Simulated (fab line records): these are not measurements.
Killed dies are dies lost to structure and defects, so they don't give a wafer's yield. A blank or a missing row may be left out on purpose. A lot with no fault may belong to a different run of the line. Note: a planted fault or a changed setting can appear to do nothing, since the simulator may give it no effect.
Lot-split experiment || flow n5 finfet || on a route of 1938 steps: 7 lots, 21 wafers read

THE SPLIT
At N5_BEOL_M3_EXPOSE_08 (exposes mask M3), the setting dose mj was moved away from the recipe's 33 on 3 of the 21 wafers read, by -4.6% to -3.8%. For the rest of the wafers, this setting stayed at what the recipe calls for.

FROM THE SPLIT TO THE READING: what the file shows between them, 3 steps
- N5_BEOL_M3_PEB_09: peb time 60 s
- N5_BEOL_M3_DEVELOP_10: develop time 30 s
- N5_BEOL_M3_DESCUM_16: chemistry O2, time 7 s

THE READING
BEOL_M3.cd offset nm (the simulator's own value, which no gauge read), in nm, at N5_BEOL_M3_ETCH_74 (etches underlayer in N2/H2, target depth 6.5 nm, time 5.2 s). No usual value for it is given in the file. Average 0.0 nm, standard deviation 0.13 nm, over the 18 wafers here run with the recipe.

{"wafer": "L074.2", "tool, chamber at the split": "euv scanner-02, 0", "dose mj as run": 31.74, "against the recipe": "-3.8%", "BEOL_M3.cd offset nm, nm": -0.6, "against lot-mates on the recipe": -0.6}
{"wafer": "L074.4", "tool, chamber at the split": "euv scanner-02, 0", "dose mj as run": 33, "against the recipe": "recipe", "BEOL_M3.cd offset nm, nm": 0, "against lot-mates on the recipe": "-"}
{"wafer": "L074.6", "tool, chamber at the split": "euv scanner-02, 0", "dose mj as run": 31.74, "against the recipe": "-3.8%", "BEOL_M3.cd offset nm, nm": -0.8, "against lot-mates on the recipe": -0.8}
{"wafer": "L084.3", "tool, chamber at the split": "euv scanner-01, 0", "dose mj as run": 33, "against the recipe": "recipe", "BEOL_M3.cd offset nm, nm": 0, "against lot-mates on the recipe": "-"}
{"wafer": "L084.4", "tool, chamber at the split": "euv scanner-01, 0", "dose mj as run": 33, "against the recipe": "recipe", "BEOL_M3.cd offset nm, nm": 0, "against lot-mates on the recipe": "-"}
{"wafer": "L084.5", "tool, chamber at the split": "euv scanner-01, 0", "dose mj as run": 33, "against the recipe": "recipe", "BEOL_M3.cd offset nm, nm": 0.2, "against lot-mates on the recipe": "-"}
{"wafer": "L085.1", "tool, chamber at the split": "euv scanner-01, 0", "dose mj as run": 33, "against the recipe": "recipe", "BEOL_M3.cd offset nm, nm": 0.2, "against lot-mates on the recipe": "-"}
{"wafer": "L085.3", "tool, chamber at the split": "euv scanner-01, 0", "dose mj as run": 33, "against the recipe": "recipe", "BEOL_M3.cd offset nm, nm": 0.2, "against lot-mates on the recipe": "-"}
{"wafer": "L085.4", "tool, chamber at the split": "euv scanner-01, 0", "dose mj as run": 33, "against the recipe": "recipe", "BEOL_M3.cd offset nm, nm": -0.2, "against lot-mates on the recipe": "-"}
{"wafer": "L086.2", "tool, chamber at the split": "euv scanner-02, 0", "dose mj as run": 33, "against the recipe": "recipe", "BEOL_M3.cd offset nm, nm": 0, "against lot-mates on the recipe": "-"}
{"wafer": "L086.6", "tool, chamber at the split": "euv scanner-02, 0", "dose mj as run": 33, "against the recipe": "recipe", "BEOL_M3.cd offset nm, nm": 0, "against lot-mates on the recipe": "-"}
{"wafer": "L086.5", "tool, chamber at the split": "euv scanner-02, 0", "dose mj as run": 31.48, "against the recipe": "-4.6%", "BEOL_M3.cd offset nm, nm": -1, "against lot-mates on the recipe": -1.0}
{"wafer": "L089.2", "tool, chamber at the split": "euv scanner-02, 0", "dose mj as run": 33, "against the recipe": "recipe", "BEOL_M3.cd offset nm, nm": 0.2, "against lot-mates on the recipe": "-"}
{"wafer": "L089.5", "tool, chamber at the split": "euv scanner-02, 0", "dose mj as run": 33, "against the recipe": "recipe", "BEOL_M3.cd offset nm, nm": 0, "against lot-mates on the recipe": "-"}
{"wafer": "L089.6", "tool, chamber at the split": "euv scanner-02, 0", "dose mj as run": 33, "against the recipe": "recipe", "BEOL_M3.cd offset nm, nm": 0, "against lot-mates on the recipe": "-"}
{"wafer": "L090.1", "tool, chamber at the split": "euv scanner-01, 0", "dose mj as run": 33, "against the recipe": "recipe", "BEOL_M3.cd offset nm, nm": 0, "against lot-mates on the recipe": "-"}
{"wafer": "L090.2", "tool, chamber at the split": "euv scanner-01, 0", "dose mj as run": 33, "against the recipe": "recipe", "BEOL_M3.cd offset nm, nm": 0, "against lot-mates on the recipe": "-"}
{"wafer": "L090.6", "tool, chamber at the split": "euv scanner-01, 0", "dose mj as run": 33, "against the recipe": "recipe", "BEOL_M3.cd offset nm, nm": -0.2, "against lot-mates on the recipe": "-"}
{"wafer": "L093.1", "tool, chamber at the split": "euv scanner-01, 0", "dose mj as run": 33, "against the recipe": "recipe", "BEOL_M3.cd offset nm, nm": -0.2, "against lot-mates on the recipe": "-"}
{"wafer": "L093.5", "tool, chamber at the split": "euv scanner-01, 0", "dose mj as run": 33, "against the recipe": "recipe", "BEOL_M3.cd offset nm, nm": -0.2, "against lot-mates on the recipe": "-"}
{"wafer": "L093.2", "tool, chamber at the split": "euv scanner-01, 0", "dose mj as run": 33, "against the recipe": "recipe", "BEOL_M3.cd offset nm, nm": 0, "against lot-mates on the recipe": "-"}

FIT RESULTS
A straight line over all 21 wafers: BEOL_M3.cd offset nm changes by +0.198 nm for each +1% of dose mj; r = +0.91; the points scatter about the line by 0.14 nm.
The same after taking each lot's own level away (the mean of its wafers on the recipe; 21 wafers): +0.198 nm for each +1%; r = +0.93; scatter 0.11 nm.
According to that fit, moving dose mj by its largest amount changes the reading by 0.91 nm.
From -0.13 to 0.07 nm: that is the span of the lots' own levels, equal to 1.5 times the standard deviation above.
So the lot-to-lot level changes the slope little: the two slopes agree.
Check: for one of the wafers moved furthest among these (-4.6%), held out of the fit, the line's prediction against its lot-mates is -0.844 nm. Against them it came out at -1 nm.

FURTHER SPLITS ON THESE WAFERS
Other splits were also applied to these wafers ahead of the reading. Each is held against what the fit with the lots' levels taken away leaves over:
{"other split on the same wafers": "N5_HKMG_FIN_ETCH_32 source w", "wafers away from the commonest value": 7, "r with BEOL_M3.cd offset nm (lot level and that fit taken away)": "+0.03"}
{"other split on the same wafers": "N5_GATE_CUT_COAT_27 spin rpm", "wafers away from the commonest value": 5, "r with BEOL_M3.cd offset nm (lot level and that fit taken away)": -0.15}
{"other split on the same wafers": "N5_MOL_CONTACT_COAG_ETCHBACK_135 time s", "wafers away from the commonest value": 7, "r with BEOL_M3.cd offset nm (lot level and that fit taken away)": "+0.28"}
{"other split on the same wafers": "N5_MOL_CONTACT_COAG_VIA_ETCH_46 bias w", "wafers away from the commonest value": 3, "r with BEOL_M3.cd offset nm (lot level and that fit taken away)": "+0.03"}
{"other split on the same wafers": "N5_BEOL_M0_SAQP_SPACER1_ALD_98 ald cycles", "wafers away from the commonest value": 6, "r with BEOL_M3.cd offset nm (lot level and that fit taken away)": -0.30}
{"other split on the same wafers": "N5_BEOL_M0_SAQP_COAT_105 spin rpm", "wafers away from the commonest value": 7, "r with BEOL_M3.cd offset nm (lot level and that fit taken away)": "+0.01"}
{"other split on the same wafers": "N5_BEOL_M0_ETCH_128 source w", "wafers away from the commonest value": 8, "r with BEOL_M3.cd offset nm (lot level and that fit taken away)": "+0.28"}
{"other split on the same wafers": "N5_BEOL_M1_EXPOSE_08 dose mj", "wafers away from the commonest value": 7, "r with BEOL_M3.cd offset nm (lot level and that fit taken away)": -0.20}
{"other split on the same wafers": "N5_BEOL_M1_ETCH_64 source w", "wafers away from the commonest value": 9, "r with BEOL_M3.cd offset nm (lot level and that fit taken away)": "+0.04"}

THE FILE'S OWN FIT
BEOL_M3.cd offset nm changes by +0.203 nm for each +1% of dose mj, r = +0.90.
